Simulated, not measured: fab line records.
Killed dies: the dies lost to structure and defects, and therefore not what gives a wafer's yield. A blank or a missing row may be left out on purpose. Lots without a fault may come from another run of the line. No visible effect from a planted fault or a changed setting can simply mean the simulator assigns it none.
fab line records | flow n5_finfet
[record] lots = 24 wafers = 72 last_day = 17
route steps=1938 shown BEOL_M9@1456 BEOL_M10@1483
lots that met no fault: from a run of the same line without faults
start_h: start of the lot's first displayed wafer, in hours after the record's first day | wait_h: how many hours have passed since the lot's step before this one | " as in the row above | L1.1+2: a single row standing in for several wafers | - value missing, or start not given | * or withheld: withheld | < > ~ a bound
route shown NAME@n: names a module that has steps shown in the file, with the first one's number in the route | usual: average and standard deviation across the fault-free wafers | same: alike in all rows | chamber/n: place in a boat | sites: readings site by site | _std_site: standard deviation across them | _edge_site: inner sites' mean taken away from outer sites' mean | radius_mm: how far each site lies from the wafer's centre | mask NAME#n: copy n | behind: tool/chamber where the wafer was last shaped | hold: why the lot went on hold/how many hours it stayed there/how the hold came to an end | device: which transistor (n, p or np) failed to switch | end of line: the route-end tests of the same wafers | a step given without rows: its recipe and nothing more | killed: at the first sort, the dies lost to defects and structure; wafer yield is something else | map: a wafer's dies, x killed, . not, _ none there
set.NAME: the setting the step ran with; set.NAME@STEP: the setting that earlier step ran with | model.NAME: the simulator's own value behind a step, which no gauge read
the route's steps for a sample of lots (tables are steps, rows are wafers)
services: when a tool's chamber went out of use (start_h, in hours from the record's first day, below 0 if earlier), for how many hours, and the reason
[[steps]]
[step N5_BEOL_M9_DEGAS_44]
[recipe] ambient = vacuum temp_c = 250 time_s = 60
[usual] heater_power_w = 352/51
// columns lot.wafer tool chamber start_h wait_h heater_power_w
L074.2 pvd_sputter-01 - 201.58 0.2 443
L074.3 " - " " 260
L074.5 " - " " 442
L076.1 pvd_sputter-02 - 216.71 0.7 408
L076.4 " - " " 327
L076.6 " - " " 408
L075.1 pvd_sputter-02 - 218.63 0.6 316
L075.3 " - " " 414
L075.5 " - " " 324
L079.1 pvd_sputter-03 - 223.78 0.5 323
L079.2 " - " " 306
L079.5 " - " " 304
L077.2 pvd_sputter-02 - 224.00 0.5 410
L077.5 " - " " 420
L077.6 " - " " 409
L078.1 pvd_sputter-01 - 225.64 0.3 442
L078.2 " - " " 326
L078.4 " - " " 337
L081.2 pvd_sputter-03 - 242.70 2.0 356
L081.4 " - " " 307
L081.5 " - " " 361
L080.2 pvd_sputter-03 - 243.52 0.5 351
L080.3 " - " " 309
L080.4 " - " " 325
L082.1 pvd_sputter-02 - 249.76 1.0 330
L082.3 " - " " 416
L082.6 " - " " 322
L084.2 pvd_sputter-03 - 264.97 1.2 318
L084.5 " - " " 408
L084.6 " - " " 330
L083.1 pvd_sputter-02 - 266.41 0.3 330
L083.2 " - " " 318
L083.3 " - " " 405
L085.1 pvd_sputter-01 - 270.38 0.4 329
L085.4 " - " " 257
L085.5 " - " " 434
L086.2 pvd_sputter-01 - 277.56 0.5 323
L086.4 " - " " 437
L086.6 " - " " 255
L088.1 pvd_sputter-03 - 292.10 0.3 326
L088.2 " - " " 403
L088.4 " - " " 362
L087.1 pvd_sputter-03 - 292.43 0.3 320
L087.3 " - " " 310
L087.5 " - " " 319
L091.3 pvd_sputter-01 - 309.39 0.2 316
L091.4 " - " " 261
L091.6 " - " " 433
L090.2 pvd_sputter-01 - 309.64 0.3 255
L090.3 " - " " 343
L090.4 " - " " 434
L089.2 pvd_sputter-03 - 311.56 0.2 320
L089.3 " - " " 354
L089.5 " - " " 308
L093.4 pvd_sputter-03 - 312.12 0.5 310
L093.5 " - " " 302
L093.6 " - " " 355
L092.1 pvd_sputter-01 - 320.14 0.3 332
L092.2 " - " " 332
L092.5 " - " " 424
L094.2 pvd_sputter-03 - 330.70 0.5 411
L094.3 " - " " 322
L094.4 " - " " 310
L095.1 pvd_sputter-01 - 340.84 0.5 433
L095.4 " - " " 338
L095.5 " - " " 335
L096.1 pvd_sputter-01 - 343.05 0.5 442
L096.2 " - " " 329
L096.6 " - " " 266
L097.1 pvd_sputter-03 - 347.72 0.5 366
L097.3 " - " " 399
L097.5 " - " " 315
[step N5_BEOL_M10_CD_MEAS_11]
[recipe] target_cd_nm = 64.1 landing_energy_ev = 500 detector = se_inlens polarity = opening
[usual] cd_nm = 64.3/0.51
// columns lot.wafer tool chamber start_h wait_h cd_nm
L074.2 cd_sem-02 0 204.62 - 64.8
L074.3 " 0 " " 64.3
L074.5 " 0 " " 64.7
L076.1 cd_sem-01 0 219.98 - 64.2
L076.4 " 0 " " 64.7
L076.6 " 0 " " 65.0
L075.1 cd_sem-03 0 223.75 - 64.7
L075.3 " 0 " " 64.8
L075.5 " 0 " " 64.3
L079.1 cd_sem-02 0 227.22 - 64.2
L079.2 " 0 " " 64.1
L079.5 " 0 " " 63.5
L077.2 cd_sem-02 0 229.94 - 64.4
L077.5 " 0 " " 64.7
L077.6 " 0 " " 64.8
L078.1 cd_sem-01 0 230.37 - 63.3
L078.2 " 0 " " 64.3
L078.4 " 0 " " 63.7
L081.2 cd_sem-01 0 247.22 - 65.5
L081.4 " 0 " " 64.7
L081.5 " 0 " " 65.3
L080.2 cd_sem-02 0 247.63 - 65.1
L080.3 " 0 " " 64.7
L080.4 " 0 " " 65.3
L082.1 cd_sem-01 0 253.29 - 64.6
L082.3 " 0 " " 64.7
L082.6 " 0 " " 64.5
L084.2 cd_sem-01 0 269.59 - 63.9
L084.5 " 0 " " 64.4
L084.6 " 0 " " 63.8
L083.1 cd_sem-03 0 270.27 - 64.4
L083.2 " 0 " " 64.6
L083.3 " 0 " " 64.4
L085.1 cd_sem-03 0 277.71 - 64.3
L085.4 " 0 " " 64.3
L085.5 " 0 " " 64.1
L086.2 cd_sem-02 0 284.05 - 63.9
L086.4 " 0 " " 63.7
L086.6 " 0 " " 64.4
L087.1 cd_sem-03 0 299.20 - 64.2
L087.3 " 0 " " 64.2
L087.5 " 0 " " 64.1
L088.1 cd_sem-02 0 299.43 - 64.4
L088.2 " 0 " " 64.2
L088.4 " 0 " " 64.1
L091.3 cd_sem-01 0 313.20 - 64.1
L091.4 " 0 " " 64.1
L091.6 " 0 " " 64.9
L090.2 cd_sem-02 0 313.45 - 64.1
L090.3 " 0 " " 65.0
L090.4 " 0 " " 65.2
L089.2 cd_sem-01 0 314.55 - 64.0
L089.3 " 0 " " 64.2
L089.5 " 0 " " 63.6
L093.4 cd_sem-03 0 317.28 - 64.6
L093.5 " 0 " " 64.8
L093.6 " 0 " " 64.8
L092.1 cd_sem-01 0 323.30 - 64.3
L092.2 " 0 " " 64.0
L092.5 " 0 " " 64.3
L094.2 cd_sem-01 0 334.07 - 64.1
L094.3 " 0 " " 64.1
L094.4 " 0 " " 64.4
L095.1 cd_sem-02 0 346.63 - 63.2
L095.4 " 0 " " 64.1
L095.5 " 0 " " 64.5
L096.1 cd_sem-02 0 347.07 - 64.2
L096.2 " 0 " " 64.5
L096.6 " 0 " " 64.4
L097.1 cd_sem-02 0 353.21 - 64.2
L097.3 " 0 " " 64.3
L097.5 " 0 " " 64.6
[step N5_BEOL_M10_STRIP_67]
[recipe] chemistry = CF4 resist = SiARC power_w = 300 bias_power_w = 75 pressure_mtorr = 50 cf4_flow_sccm = 150 rf_frequency_hz = 6e+07
[usual] drypump_motor_current_A = 5.6/0.52 oes_product_au = 0.81/0.075 power_w = 299.9/0.89 rf_vpp_V = 271.1/1.6 showerhead_plenum_p_Torr = 1.80/0.059 throttle_valve_pct = 13.57/0.24
// columns lot.wafer tool chamber start_h wait_h drypump_motor_current_A oes_product_au power_w rf_hours_counter_h rf_vpp_V showerhead_plenum_p_Torr throttle_valve_pct
L074.2 rie_diel-03 0 204.95 0.0 6.3 0.69 299.3 229 272.3 1.85 13.91
L074.3 " 1 " " 4.8 0.80 300.8 110 270.4 1.73 13.20
L074.5 " 2 " " 5.8 0.70 300.2 - 270.5 1.72 13.88
L076.1 rie_diel-06 3 220.30 0.0 4.9 0.80 298.5 93 268.6 1.74 13.23
L076.4 " 2 " " 5.2 0.78 301.9 125 269.7 1.73 13.65
L076.6 " 1 " " 5.4 0.78 300.3 - 272.4 1.82 13.62
L075.1 rie_diel-06 3 224.17 0.0 4.9 0.81 299.1 95 268.6 1.74 13.25
L075.3 " 1 " " 5.4 0.78 300.8 118 271.4 1.82 13.63
L075.5 " 2 " " 5.2 0.78 298.4 - 271.0 1.73 13.66
L079.1 rie_diel-01 1 227.54 0.0 5.7 0.91 299.9 24 269.7 1.76 13.34
L079.2 " 0 " " 5.6 0.71 299.0 229 272.7 1.77 13.92
L079.5 " 0 " " 5.6 0.71 299.4 - 271.0 1.77 13.94
L077.2 rie_diel-06 3 230.28 0.0 4.9 0.80 299.1 97 270.8 1.73 13.24
L077.5 " 3 " " 4.9 0.80 299.8 - 269.3 1.73 13.22
L077.6 " 2 " " 5.2 0.78 300.4 - 269.6 1.73 13.67
L078.1 rie_diel-03 0 230.70 0.0 6.3 0.69 298.9 236 273.2 1.85 13.91
L078.2 " 2 " " 5.7 0.70 298.8 230 268.3 1.72 13.89
L078.4 " 3 " " 5.8 0.89 299.2 35 272.4 1.82 13.48
L081.2 rie_diel-01 1 248.16 0.0 5.7 0.89 298.4 31 269.5 1.76 13.36
L081.4 " 0 " " 5.6 0.71 299.9 236 270.3 1.77 13.95
L081.5 " 1 " " 5.7 0.89 297.9 - 270.7 1.76 13.36
L080.2 rie_diel-06 2 248.76 0.0 5.2 0.78 300.0 135 268.9 1.72 13.68
L080.3 " 1 " " 5.3 0.76 299.5 127 272.7 1.81 13.66
L080.4 " 0 " " 5.0 0.71 300.4 210 273.2 1.85 13.90
L082.1 rie_diel-01 0 254.26 0.0 5.6 0.71 299.3 236 268.9 1.77 13.94
L082.3 " 2 " " 5.1 0.76 299.1 138 271.4 1.87 13.88
L082.6 " 2 " " 5.1 0.76 300.5 - 271.3 1.87 13.86
L084.2 rie_diel-01 3 269.91 0.0 6.5 0.81 301.2 82 272.3 1.90 13.38
L084.5 " 1 " " 5.7 0.88 299.8 - 269.3 1.76 13.38
L084.6 " 2 " " 5.1 0.76 300.9 - 273.0 1.87 13.87
L083.1 rie_diel-01 2 270.60 0.0 5.1 0.76 299.7 144 272.9 1.86 13.89
L083.2 " 3 " " 6.5 0.81 300.0 82 274.4 1.90 13.37
L083.3 " 0 " " 5.6 0.71 301.0 242 271.0 1.77 13.95
L085.1 rie_diel-01 2 278.06 0.0 5.1 0.76 299.5 146 270.1 1.86 13.89
L085.4 " 3 " " 6.5 0.80 298.4 84 272.1 1.89 13.37
L085.5 " 3 " " 6.5 0.81 299.1 - 272.4 1.89 13.38
L086.2 rie_diel-01 0 284.62 0.0 5.6 0.70 301.6 246 270.5 1.77 13.95
L086.4 " 1 " " 5.7 0.87 300.9 41 270.5 1.76 13.39
L086.6 " 0 " " 5.6 0.70 300.9 - 271.5 1.77 13.96
L087.1 rie_diel-03 0 299.88 0.0 6.3 0.98 299.8 1 271.0 1.84 13.38
L087.3 " 3 " " 5.8 0.86 299.6 59 271.9 1.82 13.55
L087.5 " 0 " " 6.3 0.96 300.0 - 271.3 1.85 13.39
L088.1 rie_diel-06 1 300.09 0.0 5.3 0.76 300.9 143 271.1 1.81 13.68
L088.2 " 0 " " 5.1 0.70 299.3 229 272.3 1.84 13.92
L088.4 " 2 " " 5.2 0.76 300.5 156 269.2 1.72 13.72
L091.3 rie_diel-01 1 314.08 0.0 5.8 0.85 299.6 52 271.5 1.76 13.42
L091.4 " 1 " " 5.7 0.85 298.9 - 269.8 1.76 13.42
L091.6 " 2 " " 5.1 0.75 299.9 - 274.3 1.86 13.92
L090.2 rie_diel-03 3 314.23 0.0 5.8 0.85 300.1 66 271.7 1.81 13.55
L090.3 " 0 " " 6.3 0.93 300.7 - 272.2 1.84 13.41
L090.4 " 3 " " 5.8 0.84 299.7 - 272.4 1.81 13.56
L089.2 rie_diel-03 0 314.98 0.0 6.3 0.93 301.2 9 274.0 1.84 13.41
L089.3 " 0 " " 6.3 0.94 301.2 - 272.2 1.84 13.39
L089.5 " 0 " " 6.3 0.94 300.8 - 272.9 1.84 13.41
L093.4 rie_diel-03 3 317.87 0.0 5.8 0.84 298.7 - 273.3 1.81 13.57
L093.5 " 1 " " 4.8 0.75 300.2 - 268.3 1.72 13.30
L093.6 " 0 " " 6.2 0.93 299.4 - 270.7 1.84 13.41
L092.1 rie_diel-01 2 323.62 0.0 5.1 0.74 299.0 162 273.0 1.86 13.95
L092.2 " 3 " " 6.5 0.79 301.4 101 273.2 1.89 13.40
L092.5 " 0 " " 5.6 0.99 299.2 - 269.4 1.77 13.42
L094.2 rie_diel-03 3 334.39 0.0 5.8 0.84 300.4 75 271.8 1.81 13.56
L094.3 " 2 " " 5.8 0.92 299.5 6 273.3 1.92 13.38
L094.4 " 0 " " 6.2 0.91 299.5 15 271.5 1.84 13.42
L095.1 rie_diel-01 0 346.95 0.0 5.6 0.94 299.6 10 270.3 1.77 13.43
L095.4 " 3 " " 6.5 0.78 300.0 108 272.2 1.89 13.43
L095.5 " 3 " " 6.5 0.79 300.0 - 273.0 1.89 13.45
L096.1 rie_diel-06 1 347.39 0.0 5.4 0.73 299.3 162 271.7 1.80 13.72
L096.2 " 3 " " 4.9 0.76 301.2 140 269.0 1.72 13.34
L096.6 " 3 " " 4.9 0.75 301.2 - 270.1 1.72 13.34
L097.1 rie_diel-03 3 353.62 0.0 5.8 0.83 299.7 81 271.1 1.81 13.58
L097.3 " 0 " " 6.2 0.91 300.7 20 270.8 1.84 13.44
L097.5 " 0 " " 6.3 0.91 299.8 - 271.5 1.84 13.44
[step N5_BEOL_M10_OVL_MEAS_29]
[recipe] points_per_wafer = 44
[usual] V9_OVL = 0.1/0.68
// columns lot.wafer tool chamber start_h wait_h V9_OVL[nm]
L074.2 overlay-02 0 207.14 0.0 0.1
L074.3 " 0 " " 0.8
L074.5 " 0 " " 0.7
L076.1 overlay-02 0 222.48 0.0 -0.7
L076.4 " 0 " " -0.8
L076.6 " 0 " " 0.4
L075.1 overlay-01 0 224.83 0.0 0.4
L075.3 " 0 " " 0.4
L075.5 " 0 " " 0.0
L079.1 overlay-02 0 231.41 0.0 0.0
L079.2 " 0 " " 0.8
L079.5 " 0 " " -0.2
L077.2 overlay-02 0 231.67 0.0 0.2
L077.5 " 0 " " -0.6
L077.6 " 0 " " -0.4
L078.1 overlay-01 0 231.84 0.0 -0.5
L078.2 " 0 " " 0.7
L078.4 " 0 " " 0.0
L081.2 overlay-02 0 248.86 0.0 1.0
L081.4 " 0 " " 1.0
L081.5 " 0 " " 0.6
L080.2 overlay-01 0 249.51 0.0 -0.4
L080.3 " 0 " " 1.1
L080.4 " 0 " " 0.0
L082.1 overlay-02 0 255.07 0.0 -0.6
L082.3 " 0 " " -0.1
L082.6 " 0 " " 0.6
L084.2 overlay-02 0 272.29 0.0 -1.2
L084.5 " 0 " " -1.6
L084.6 " 0 " " -0.5
L083.1 overlay-01 0 272.46 0.0 0.4
L083.2 " 0 " " -0.1
L083.3 " 0 " " 0.9
L085.1 overlay-01 0 282.80 0.0 0.1
L085.4 " 0 " " -0.5
L085.5 " 0 " " 0.1
L086.2 overlay-02 0 285.31 0.0 0.0
L086.4 " 0 " " -0.4
L086.6 " 0 " " 0.0
L088.1 overlay-02 0 301.03 0.0 -0.3
L088.2 " 0 " " -0.6
L088.4 " 0 " " -0.7
L087.1 overlay-01 0 301.20 0.0 -0.2
L087.3 " 0 " " -0.1
L087.5 " 0 " " -0.6
L089.2 overlay-02 0 316.04 0.0 0.5
L089.3 " 0 " " 0.6
L089.5 " 0 " " 0.6
L090.2 overlay-01 0 316.21 0.0 0.9
L090.3 " 0 " " 0.6
L090.4 " 0 " " 0.8
L091.3 overlay-02 0 316.38 0.0 0.9
L091.4 " 0 " " 1.2
L091.6 " 0 " " 0.7
L093.4 overlay-01 0 319.08 0.0 -0.4
L093.5 " 0 " " 0.5
L093.6 " 0 " " 0.8
L092.1 overlay-01 0 324.56 0.1 -0.4
L092.2 " 0 " " -0.6
L092.5 " 0 " " -0.5
L094.2 overlay-01 0 337.66 0.0 0.3
L094.3 " 0 " " -0.1
L094.4 " 0 " " -0.4
L095.1 overlay-02 0 347.93 0.0 0.4
L095.4 " 0 " " 0.1
L095.5 " 0 " " -0.4
L096.1 overlay-02 0 349.10 0.0 -0.8
L096.2 " 0 " " -0.4
L096.6 " 0 " " 0.0
L097.1 overlay-01 0 354.61 0.0 -0.3
L097.3 " 0 " " -0.1
L097.5 " 0 " " 0.4
[step N5_BEOL_M10_DEGAS_44]
[recipe] ambient = vacuum temp_c = 250 time_s = 60
[usual] heater_power_w = 352/53
// columns lot.wafer tool chamber start_h wait_h heater_power_w
L074.2 pvd_sputter-01 - 209.37 1.3 326
L074.3 " - " " 270
L074.5 " - " " 331
L076.1 pvd_sputter-03 - 224.10 0.5 396
L076.4 " - " " 328
L076.6 " - " " 408
L075.1 pvd_sputter-02 - 226.73 0.5 411
L075.3 " - " " 418
L075.5 " - " " 398
L079.1 pvd_sputter-01 - 232.55 0.3 348
L079.2 " - " " 441
L079.5 " - " " 334
L077.2 pvd_sputter-02 - 233.07 0.5 315
L077.5 " - " " 421
L077.6 " - " " 329
L078.1 pvd_sputter-02 - 233.75 0.8 410
L078.2 " - " " 329
L078.4 " - " " 416
L081.2 pvd_sputter-03 - 252.72 1.2 362
L081.4 " - " " 325
L081.5 " - " " 307
L080.2 pvd_sputter-01 - 252.80 0.4 268
L080.3 " - " " 331
L080.4 " - " " 323
L082.1 pvd_sputter-02 - 258.63 2.7 323
L082.3 " - " " 421
L082.6 " - " " 322
L084.2 pvd_sputter-03 - 273.68 0.3 365
L084.5 " - " " 358
L084.6 " - " " 306
L083.1 pvd_sputter-03 - 276.44 2.4 358
L083.2 " - " " 322
L083.3 " - " " 315
L085.1 pvd_sputter-01 - 283.89 0.3 428
L085.4 " - " " 260
L085.5 " - " " 327
L086.2 pvd_sputter-01 - 286.50 0.3 264
L086.4 " - " " 437
L086.6 " - " " 329
L088.1 pvd_sputter-02 - 304.62 2.5 413
L088.2 " - " " 322
L088.4 " - " " 417
L087.1 pvd_sputter-02 - 304.78 2.0 330
L087.3 " - " " 411
L087.5 " - " " 406
L089.2 pvd_sputter-01 - 317.12 0.2 343
L089.3 " - " " 328
L089.5 " - " " 266
L090.2 pvd_sputter-02 - 319.60 2.1 411
L090.3 " - " " 417
L090.4 " - " " 323
L091.3 pvd_sputter-02 - 319.68 2.0 328
L091.4 " - " " 408
L091.6 " - " " 323
L093.4 pvd_sputter-01 - 320.22 0.1 263
L093.5 " - " " 345
L093.6 " - " " 426
L092.1 pvd_sputter-01 - 325.68 0.3 331
L092.2 " - " " 323
L092.5 " - " " 328
L094.2 pvd_sputter-02 - 339.24 0.4 329
L094.3 " - " " 416
L094.4 " - " " 408
L095.1 pvd_sputter-01 - 349.72 0.9 444
L095.4 " - " " 332
L095.5 " - " " 435
L096.1 pvd_sputter-01 - 350.44 0.5 335
L096.2 " - " " 253
L096.6 " - " " 334
L097.1 pvd_sputter-02 - 356.74 1.3 407
L097.3 " - " " 320
L097.5 " - " " 418
[step N5_BEOL_M10_THK_MEAS_53]
[recipe] thk_meas_gauge = xrf reads = Cu_of_BEOL_M10_ECD_50
[usual] M10_THK = 142/3.7
// columns lot.wafer tool chamber start_h wait_h M10_THK[nm]
L074.2 film_metro-01 - 210.82 - 146
L074.3 " - " " 141
L074.5 " - " " 147
L076.1 film_metro-01 - 226.85 - 141
L076.4 " - " " 142
L076.6 " - " " 141
L075.1 film_metro-01 - 228.26 - 140
L075.3 " - " " 140
L075.5 " - " " 143
L079.1 film_metro-02 - 234.87 - 139
L079.2 " - " " 140
L079.5 " - " " 135
L077.2 film_metro-02 - 235.14 - 142
L077.5 " - " " 143
L077.6 " - " " 141
L078.1 film_metro-01 - 235.49 - 140
L078.2 " - " " 136
L078.4 " - " " 141
L081.2 film_metro-02 - 254.13 - 141
L081.4 " - " " 137
L081.5 " - " " 140
L080.2 film_metro-01 - 254.24 - 139
L080.3 " - " " 140
L080.4 " - " " 142
L082.1 film_metro-02 - 260.26 - 138
L082.3 " - " " 142
L082.6 " - " " 139
L084.2 film_metro-02 - 275.39 - 147
L084.5 " - " " 142
L084.6 " - " " 140
L083.1 film_metro-02 - 278.36 - 144
L083.2 " - " " 139
L083.3 " - " " 140
L085.1 film_metro-01 - 285.51 - 140
L085.4 " - " " 139
L085.5 " - " " 145
L086.2 film_metro-01 - 288.48 - 146
L086.4 " - " " 143
L086.6 " - " " 147
L088.1 film_metro-01 - 306.08 - 144
L088.2 " - " " 151
L088.4 " - " " 139
L087.1 film_metro-02 - 306.30 - 136
L087.3 " - " " 142
L087.5 " - " " 137
L089.2 film_metro-01 - 318.98 - 137
L089.3 " - " " 140
L089.5 " - " " 145
L090.2 film_metro-01 - 321.13 - 139
L090.3 " - " " 139
L090.4 " - " " 138
L091.3 film_metro-01 - 321.40 - 139
L091.4 " - " " 143
L091.6 " - " " 139
L093.4 film_metro-02 - 322.18 - 143
L093.5 " - " " 139
L093.6 " - " " 151
L092.1 film_metro-01 - 327.39 - 139
L092.2 " - " " 139
L092.5 " - " " 147
L094.2 film_metro-02 - 341.14 - 147
L094.3 " - " " 141
L094.4 " - " " 151
L095.1 film_metro-02 - 351.17 - 138
L095.4 " - " " 149
L095.5 " - " " 143
L096.1 film_metro-02 - 352.10 - 145
L096.2 " - " " 139
L096.6 " - " " 133
L097.1 film_metro-01 - 358.54 - 145
L097.3 " - " " 139
L097.5 " - " " 137
[[services]]
// columns tool chamber start_h hours kind
rie_diel-03 0 187.82 10.9 repair
rie_diel-06 0 188.36 17.2 repair
rie_diel-03 1 213.27 14.2 repair
rie_diel-03 0 218.88 6.2 repair
rie_diel-06 1 254.91 6.7 repair
rie_diel-06 3 258.08 2.7 repair
rie_diel-03 0 272.04 - clean
rie_diel-03 0 272.04 - consumable_replace:focus_ring
rie_diel-03 0 272.04 22.2 scheduled_down
rie_diel-03 0 272.04 22.2 vent_cycle
pvd_sputter-03 - 278.15 5.5 repair
rie_diel-03 2 294.28 - clean
rie_diel-03 2 294.28 - consumable_replace:focus_ring
rie_diel-03 2 294.28 - consumable_replace:showerhead
rie_diel-03 2 294.28 25.3 scheduled_down
rie_diel-03 2 294.28 25.3 vent_cycle
pvd_sputter-02 - 294.67 5.9 repair
rie_diel-01 0 299.89 - clean
rie_diel-01 0 299.89 - consumable_replace:focus_ring
rie_diel-01 0 299.89 15.7 scheduled_down
rie_diel-01 0 299.89 15.7 vent_cycle
pvd_sputter-01 - 310.24 2.1 repair
rie_diel-06 2 336.84 9.5 repair
rie_diel-01 - 354.60 0.3 repair
[[key]]
fault none
